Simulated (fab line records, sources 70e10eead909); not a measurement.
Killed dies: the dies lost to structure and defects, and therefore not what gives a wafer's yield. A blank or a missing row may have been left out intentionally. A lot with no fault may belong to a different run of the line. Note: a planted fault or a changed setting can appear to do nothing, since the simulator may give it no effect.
Matching of chambers    flow nand harc    NHARC_P_GATE_DEP_103 on pecvd-02: 3 sister chambers
The step deposits SiON, target thk 30 nm. 3 wafers are shown with their chamber, then 12 later ones without.

WAFERS, EACH WITH ITS CHAMBER
wafer   chamber  heater power w (W)
L086.1  1        808
L090.4  0        763
L090.5  2        725

WAFERS MISSING THEIR CHAMBER
wafer   heater power w (W)
L091.2  740
L091.3  837
L091.4  845
L094.1  725
L094.2  690
L094.3  821
L094.4  822
L094.5  696
L094.6  756
L097.1  721
L097.3  730
L097.5  717

WHICH CHAMBER EACH WENT THROUGH
wafer    from the rows above       in truth
L091.2   can't be placed: 2 or 0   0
L091.3   1                         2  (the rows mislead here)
L091.4   1                         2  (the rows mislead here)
L094.1   can't be placed: 2 or 0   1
L094.2   can't be placed: 2 or 0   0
L094.3   1                         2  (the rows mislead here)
L094.4   1                         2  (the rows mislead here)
L094.5   can't be placed: 2 or 0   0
L094.6   can't be placed: 0 or 2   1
L097.1   can't be placed: 2 or 0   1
L097.3   can't be placed: 2 or 0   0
L097.5   can't be placed: 2 or 0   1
Placed correctly: 0 of 12. These rows do not allow placing 8 (true chamber among the candidates in 4). Wrongly placed: 4.
How it was worked out, from the rows above alone: a wafer's distance from a chamber is the root of the sum, over the readings, of the square of ((its reading less the chamber's mean) divided by the reading's scatter). The wafer belongs to the nearest chamber; if the next one is less than 2 further off, it can't be placed. Each chamber's mean is taken over the wafers shown for it. The scatter: root of mean squared gap, hidden wafer to nearest shown wafer, with one shown wafer a chamber.
